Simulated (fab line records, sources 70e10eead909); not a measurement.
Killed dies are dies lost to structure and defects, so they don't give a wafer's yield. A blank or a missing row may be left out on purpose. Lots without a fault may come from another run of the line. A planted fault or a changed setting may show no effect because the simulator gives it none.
Tool commonality check | flow nand_harc | 11 lots, 33 wafers sampled

WHY IT WAS OPENED
At NHARC_END_SORT_01 the reading killed_at_periphery is flagged on 1 of 11 lots. Wafers without a fault read 4.1, standard deviation 3.
Rule: a lot is flagged when every wafer of it that has a number lies more than 4 standard deviations from that mean, or none has a number. The other lots count as sound.

lot  | measured     | on        | killed_at_periphery, wafer by wafer | flag
L167 | day 24 20:01 | prober-01 | 2 1 5                               |
L169 | day 25 04:01 | prober-01 | 7 7 0                               |
L168 | day 25 11:46 | prober-02 | 3 4 3                               |
L171 | day 27 03:20 | prober-02 | 5 2 0                               |
L172 | day 27 12:36 | prober-01 | 0 3 0                               |
L175 | day 28 10:43 | prober-01 | 616 601 621                         | FLAGGED
L177 | day 28 20:07 | prober-02 | 0 2 1                               |
L183 | day 31 22:11 | prober-01 | 3 3 5                               |
L186 | day 32 18:41 | prober-01 | 5 7 7                               |
L185 | day 33 02:43 | prober-01 | 5 3 2                               |
L189 | day 33 22:55 | prober-01 | 5 1 3                               |
The numbers of the flagged lots are 612.7 on average: +608.6 against the usual, or +99 or more standard deviations.

WHICH TOOL RAN EACH LOT
The record holds 4 process steps before the reading, out of a route of 1302 steps. In each cell: the tool, then ch and the chambers that the sampled wafers went through, then the start.
lot  | flag    | NHARC_P_GATE_ETCHBACK_37                      | NHARC_P_GATE_STRIP_112               | NHARC_P_GATE_EXPOSE_88            | NHARC_P_GATE_STRIP_113
L167 |         | rie_diel-04 ch 0,1, day 6 03:26 or earlier    | plasma_asher-02 ch 0,1, day 6 03:26  | krf_scanner-02 ch 0, day 6 04:21  | plasma_asher-01 ch 0,1, day 6 05:02
L169 |         | rie_diel-11 ch 0,2,3, day 6 19:39 or earlier  | plasma_asher-02 ch 0, day 6 19:39    | krf_scanner-02 ch 0, day 6 20:37  | plasma_asher-01 ch 0,1, day 6 21:26
L168 |         | rie_diel-11 ch 0,2,3, day 6 11:04 or earlier  | plasma_asher-02 ch 0,1, day 6 11:04  | krf_scanner-01 ch 0, day 6 12:04  | plasma_asher-02 ch 0,1, day 6 12:44
L171 |         | rie_diel-12 ch 2,3, day 8 01:04 or earlier    | plasma_asher-02 ch 0,1, day 8 01:04  | krf_scanner-02 ch 0, day 8 02:01  | plasma_asher-02 ch 0,1, day 8 02:57
L172 |         | rie_diel-11 ch 0,2,3, day 8 05:14 or earlier  | plasma_asher-02 ch 0,1, day 8 05:14  | krf_scanner-04 ch 0, day 8 06:16  | plasma_asher-02 ch 0,1, day 8 06:57
L175 | FLAGGED | rie_diel-11 ch 1,2,3, day 9 12:37 or earlier  | plasma_asher-02 ch 0,1, day 9 12:37  | krf_scanner-02 ch 0, day 9 13:39  | plasma_asher-02 ch 0,1, day 9 14:20
L177 |         | rie_diel-12 ch 1,2,3, day 10 06:07 or earlier | plasma_asher-02 ch 0,1, day 10 06:07 | krf_scanner-01 ch 0, day 10 07:06 | plasma_asher-01 ch 0,1, day 10 07:47
L183 |         | rie_diel-04 ch 0,1,3, day 12 16:19 or earlier | plasma_asher-02 ch 0,1, day 12 16:19 | krf_scanner-02 ch 0, day 12 17:19 | plasma_asher-01 ch 0,1, day 12 17:59
L186 |         | rie_diel-04 ch 0,1, day 13 21:29 or earlier   | plasma_asher-02 ch 0,1, day 13 21:29 | krf_scanner-01 ch 0, day 13 22:31 | plasma_asher-01 ch 0,1, day 13 23:19
L185 |         | rie_diel-12 ch 0,1, day 13 13:41 or earlier   | plasma_asher-01 ch 0,1, day 13 13:41 | krf_scanner-02 ch 0, day 13 14:43 | plasma_asher-01 ch 0,1, day 13 15:31
L189 |         | rie_diel-11 ch 0,1,2, day 15 06:44 or earlier | plasma_asher-02 ch 0,1, day 15 06:44 | krf_scanner-02 ch 0, day 15 07:46 | plasma_asher-02 ch 0,1, day 15 08:29
What these steps do:
- NHARC_P_GATE_ETCHBACK_37: etches the open film in CHF3/O2, target depth 34.5 nm, time 17.2 s.
- NHARC_P_GATE_STRIP_112: strips in N2/H2, time 200 s.
- NHARC_P_GATE_EXPOSE_88: exposes mask P HVN, target cd 2000 nm.
- NHARC_P_GATE_STRIP_113: strips in N2/H2, time 740 s.
- NHARC_END_SORT_01

FLAGGED OVER TOTAL, TOOL BY TOOL (the gauges that took the reading come last)
step                     | tool            | lots run | flagged | share of the flagged lots | sound lots run after its first flagged lot
NHARC_P_GATE_ETCHBACK_37 | rie_diel-04     | 3        | 0       | none                      | -
NHARC_P_GATE_ETCHBACK_37 | rie_diel-11     | 5        | 1       | all                       | 1 (L189)
NHARC_P_GATE_ETCHBACK_37 | rie_diel-12     | 3        | 0       | none                      | -
NHARC_P_GATE_STRIP_112   | plasma_asher-01 | 1        | 0       | none                      | -
NHARC_P_GATE_STRIP_112   | plasma_asher-02 | 10       | 1       | all                       | 4 (L177,L183,L186,L189)
NHARC_P_GATE_EXPOSE_88   | krf_scanner-01  | 3        | 0       | none                      | -
NHARC_P_GATE_EXPOSE_88   | krf_scanner-02  | 7        | 1       | all                       | 3 (L183,L185,L189)
NHARC_P_GATE_EXPOSE_88   | krf_scanner-04  | 1        | 0       | none                      | -
NHARC_P_GATE_STRIP_113   | plasma_asher-01 | 6        | 0       | none                      | -
NHARC_P_GATE_STRIP_113   | plasma_asher-02 | 5        | 1       | all                       | 1 (L189)
NHARC_END_SORT_01        | prober-01       | 8        | 1       | all                       | 4 (L183,L186,L185,L189)
NHARC_END_SORT_01        | prober-02       | 3        | 0       | none                      | -
NHARC_P_GATE_ETCHBACK_37 gives no start for some lots, so the hours and the order of its lots are those of NHARC_P_GATE_STRIP_112.

WHAT THE TABLE ALLOWS
5 rows of the table ran every flagged lot: rie_diel-11 at NHARC_P_GATE_ETCHBACK_37, plasma_asher-02 at NHARC_P_GATE_STRIP_112, krf_scanner-02 at NHARC_P_GATE_EXPOSE_88, plasma_asher-02 at NHARC_P_GATE_STRIP_113, prober-01 at NHARC_END_SORT_01.
- rie_diel-11 at NHARC_P_GATE_ETCHBACK_37: 1 of its 5 lots flagged. Sound lots ran on it after the first flagged one (L189), which a lasting fault on the whole tool wouldn't allow.
- plasma_asher-02 at NHARC_P_GATE_STRIP_112: 1 of its 10 lots flagged. Sound lots ran on it after the first flagged one (L177, L183, L186, L189), which a lasting fault on the whole tool wouldn't allow.
- krf_scanner-02 at NHARC_P_GATE_EXPOSE_88: 1 of its 7 lots flagged. Sound lots ran on it after the first flagged one (L183, L185, L189), which a lasting fault on the whole tool wouldn't allow.
- plasma_asher-02 at NHARC_P_GATE_STRIP_113: 1 of its 5 lots flagged. Sound lots ran on it after the first flagged one (L189), which a lasting fault on the whole tool wouldn't allow.
- prober-01 at NHARC_END_SORT_01: 1 of its 8 lots flagged. Sound lots ran on it after the first flagged one (L183, L186, L185, L189), which a lasting fault on the whole tool wouldn't allow.
No row of the table ran every flagged lot and no sound lot after the first.

WHAT THE SIMULATOR HAD PUT IN
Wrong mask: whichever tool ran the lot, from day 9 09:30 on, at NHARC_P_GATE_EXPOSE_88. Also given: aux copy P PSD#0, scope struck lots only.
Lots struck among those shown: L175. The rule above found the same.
